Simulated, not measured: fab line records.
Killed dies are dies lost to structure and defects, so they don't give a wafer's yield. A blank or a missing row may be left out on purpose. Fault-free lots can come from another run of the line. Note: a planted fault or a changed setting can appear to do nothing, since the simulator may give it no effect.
What tool caused it? | flow nand_harc | 36 wafers from 12 lots sampled at 5 of the route's 1302 steps

## WHAT THE GAUGES READ, wafer by wafer
NHARC_END_SORT_01. Usual: value, then standard deviation, for each; defect_limited_yield 90.8 % / 2.2; killed_at_array 58 / 15; killed_at_other 0.8 / 1.2; killed_at_periphery 3.5 / 2.5; killed_dies 62 / 15; killed_open 3.2 / 1.7; killed_short 2.4 / 1.5.
lot  | measured     | on        | defect_limited_yield (%) | killed_at_array | killed_at_other | killed_at_periphery | killed_dies | killed_open | killed_short | flag
L255 | day 28 12:28 | prober-02 | 77.8 83.3 78.0           | 78 68 75        | 0 0 0           | 72 45 74            | 150 113 149 | 2 2 3       | 3 1 2        | OFF
L256 | day 30 12:04 | prober-02 | 88.8 87.4 85.7           | 36 21 25        | 0 0 0           | 40 64 72            | 76 85 97    | 3 3 3       | 4 3 3        | OFF

## EACH LOT AND THE TOOL THAT RAN IT (in order: tool; ch and the chambers of the sampled wafers; start)
lot  | NHARC_P_M1_ETCH_35                 | NHARC_A_BONDPAD_DEGAS_25     | NHARC_THIN_TSV_DEP_43           | NHARC_THIN_TSV_PRE_CLEAN_54
L243 | rie_diel-02 ch 1,2, day 6 07:39    | pvd_sputter-01, day 22 22:16 | pecvd-01 ch 0,1,2, day 23 11:22 | pvd_sputter-03, day 23 17:07
L245 | rie_diel-02 ch 0,3, day 6 21:47    | pvd_sputter-03, day 23 08:58 | pecvd-02 ch 0,1, day 23 22:01   | pvd_sputter-01, day 24 03:47
L244 | rie_diel-04 ch 0,1, day 6 22:32    | pvd_sputter-03, day 23 11:22 | pecvd-02 ch 1,2, day 23 23:13   | pvd_sputter-03, day 24 04:53
L246 | rie_diel-01 ch 0,2,3, day 7 09:33  | pvd_sputter-03, day 24 00:16 | pecvd-01 ch 0,2, day 24 13:38   | pvd_sputter-02, day 24 19:19
L252 | rie_diel-01 ch 1,3, day 9 22:43    | pvd_sputter-02, day 26 07:50 | pecvd-01 ch 0,1,2, day 26 21:55 | pvd_sputter-02, day 27 03:29
L253 | rie_diel-01 ch 0,2,3, day 10 07:32 | pvd_sputter-02, day 26 21:37 | pecvd-01 ch 0,2, day 27 14:25   | pvd_sputter-01, day 27 19:55
L255 | rie_diel-01 ch 0,2, day 11 00:49   | pvd_sputter-02, day 27 00:27 | pecvd-01 ch 0,1, day 27 13:10   | pvd_sputter-01, day 27 18:57
L256 | rie_diel-01 ch 0,1,2, day 11 13:55 | pvd_sputter-01, day 29 10:08 | pecvd-01 ch 0,1,2, day 29 21:14 | pvd_sputter-02, day 30 03:20
L257 | rie_diel-02 ch 0,2,3, day 12 13:58 | pvd_sputter-03, day 29 19:04 | pecvd-01 ch 0,1,2, day 30 11:43 | pvd_sputter-01, day 30 17:18
L261 | rie_diel-01 ch 0,3, day 13 22:08   | pvd_sputter-01, day 31 01:16 | pecvd-01 ch 0,2, day 31 14:26   | pvd_sputter-02, day 31 19:53
L262 | rie_diel-02 ch 0,1, day 14 02:44   | pvd_sputter-03, day 30 07:14 | pecvd-03 ch 1,2, day 30 20:24   | pvd_sputter-03, day 31 02:18
L263 | rie_diel-02 ch 1,3, day 14 13:56   | pvd_sputter-01, day 31 07:18 | pecvd-02 ch 0,1, day 32 01:47   | pvd_sputter-03, day 32 07:29
- NHARC_P_M1_ETCH_35: etches the open film in N2/H2, target depth 40 nm, overetch 12 nm, time 43.94 s.
- NHARC_A_BONDPAD_DEGAS_25: time 60 s.
- NHARC_THIN_TSV_DEP_43: deposits SiO2, target thk 1328.5 nm.
- NHARC_THIN_TSV_PRE_CLEAN_54: time 30 s.

## AS READ BY THE TOOLS THEMSELVES (means over the sampled wafers that have a number; for cases with no such wafer, the mark the record gives instead)
NHARC_P_M1_ETCH_35. Usual: value, then standard deviation, for each; bias_w 150.0 W / 0.47; drypump_motor_current_A 5.87 A / 0.29; oes_product_au 1.003 a.u. / 0.0074; rf_fwd_power_W 395.1 W / 1.7; rf_vpp_V 430.6 V / 2.1; showerhead_plenum_p_Torr 2.04 Torr / 0.068; throttle_valve_pct 14.172 % / 0.0091.
lot  | tool        | bias_w (W) | drypump_motor_current_A (A) | oes_product_au (a.u.) | rf_fwd_power_W (W) | rf_vpp_V (V) | showerhead_plenum_p_Torr (Torr) | throttle_valve_pct (%) | flag
L243 | rie_diel-02 | 149.9      | 5.90                        | 1.012                 | 393.2              | 430.1        | 2.02                            | 14.182                 |
L245 | rie_diel-02 | 150.2      | 5.70                        | 1.003                 | 394.8              | 431.9        | 2.09                            | 14.169                 |
L244 | rie_diel-04 | 150.1      | 6.13                        | 0.994                 | 395.3              | 428.5        | 1.93                            | 14.176                 |
L246 | rie_diel-01 | 149.8      | 6.10                        | 1.005                 | 397.0              | 431.4        | 2.08                            | 14.175                 |
L252 | rie_diel-01 | 149.7      | 6.12                        | 0.998                 | 396.7              | 429.1        | 2.00                            | 14.172                 |
L253 | rie_diel-01 | 150.1      | 6.10                        | 0.997                 | 394.9              | 431.3        | 2.08                            | 14.177                 |
L255 | rie_diel-01 | 150.2      | 5.93                        | 0.996                 | 395.7              | 432.2        | 2.09                            | 14.168                 |
L256 | rie_diel-01 | 150.6      | 5.95                        | 0.995                 | 394.0              | 429.9        | 2.05                            | 14.164                 |
L257 | rie_diel-02 | 149.8      | 5.77                        | 1.009                 | 395.9              | 431.1        | 2.07                            | 14.174                 |
L261 | rie_diel-01 | 149.6      | 5.92                        | 1.007                 | 395.5              | 430.9        | 2.05                            | 14.173                 |
L262 | rie_diel-02 | 149.8      | 5.58                        | 1.006                 | 394.5              | 428.5        | 2.01                            | 14.167                 |
L263 | rie_diel-02 | 150.1      | 5.74                        | 1.008                 | 395.2              | 430.9        | 2.04                            | 14.174                 |

NHARC_A_BONDPAD_DEGAS_25. Usual: heater_power_w at 467 W, with a standard deviation of 42.
lot  | tool           | heater_power_w (W) | flag
L243 | pvd_sputter-01 | 458                |
L245 | pvd_sputter-03 | 524                |
L244 | pvd_sputter-03 | 482                |
L246 | pvd_sputter-03 | 483                |
L252 | pvd_sputter-02 | 481                |
L253 | pvd_sputter-02 | 469                |
L255 | pvd_sputter-02 | 466                |
L256 | pvd_sputter-01 | 465                |
L257 | pvd_sputter-03 | 504                |
L261 | pvd_sputter-01 | 446                |
L262 | pvd_sputter-03 | 454                |
L263 | pvd_sputter-01 | 469                |

NHARC_THIN_TSV_DEP_43. Usual: rf_fwd_power_W 899 W, standard deviation 3; showerhead_vpp_V 1877 V, standard deviation 95; throttle_valve_pct 15.9 %, standard deviation 0.68.
lot  | tool     | rf_fwd_power_W (W) | showerhead_vpp_V (V) | throttle_valve_pct (%) | flag
L243 | pecvd-01 | 899                | 1887                 | 15.3                   |
L245 | pecvd-02 | 898                | 1871                 | 16.7                   |
L244 | pecvd-02 | 899                | 1979                 | 16.3                   |
L246 | pecvd-01 | 893                | 1875                 | 14.9                   |
L252 | pecvd-01 | 897                | 1900                 | 15.6                   |
L253 | pecvd-01 | 898                | 1851                 | 15.2                   |
L255 | pecvd-01 | 899                | 1893                 | 15.2                   |
L256 | pecvd-01 | 900                | 1867                 | 15.5                   |
L257 | pecvd-01 | 899                | 1881                 | 15.6                   |
L261 | pecvd-01 | 898                | 1858                 | 15.5                   |
L262 | pecvd-03 | 902                | 1930                 | 15.7                   |
L263 | pecvd-02 | 904                | 1896                 | 16.6                   |

NHARC_THIN_TSV_PRE_CLEAN_54. Usual: heater_power_w at 413 W, with a standard deviation of 34.
lot  | tool           | heater_power_w (W) | flag
L243 | pvd_sputter-03 | 440                |
L245 | pvd_sputter-01 | 413                |
L244 | pvd_sputter-03 | 420                |
L246 | pvd_sputter-02 | 448                |
L252 | pvd_sputter-02 | 423                |
L253 | pvd_sputter-01 | 413                |
L255 | pvd_sputter-01 | 399                |
L256 | pvd_sputter-02 | 381                |
L257 | pvd_sputter-01 | 414                |
L261 | pvd_sputter-02 | 359                |
L262 | pvd_sputter-03 | 441                |
L263 | pvd_sputter-03 | 416                |

## THE ANSWER, worked out from the rows above alone
Rule: lot off if the mean of its wafers having a number is beyond 3 standard deviations from the usual mean. Also off: a lot with no number at a reading for which 4 or more lots have one. All remaining lots with rows at the step are treated as sound. The gauges are gone through in route order, then the tools' own readings, and for those a lot's mean is taken as printed above. The first step at which some lot is off is used, and at that step the reading that is off furthest; a lot without a number counts as furthest.
Off: L255, L256 (NHARC_END_SORT_01, killed_at_periphery). Neither off nor sound, because the step has no rows for them: L243, L245, L244, L246, L252, L253, L257, L261, L262, L263.
A tool fits if, at a process step before that reading, it ran every lot that is off, and no sound lot after the first of them. Those tools and the gauges at NHARC_END_SORT_01 are tried in the same way. Can't be told from this: 3 tools fit, rie_diel-01 at NHARC_P_M1_ETCH_35, pecvd-01 at NHARC_THIN_TSV_DEP_43, prober-02 at NHARC_END_SORT_01.

## WHAT THE SIMULATOR HAD PUT IN
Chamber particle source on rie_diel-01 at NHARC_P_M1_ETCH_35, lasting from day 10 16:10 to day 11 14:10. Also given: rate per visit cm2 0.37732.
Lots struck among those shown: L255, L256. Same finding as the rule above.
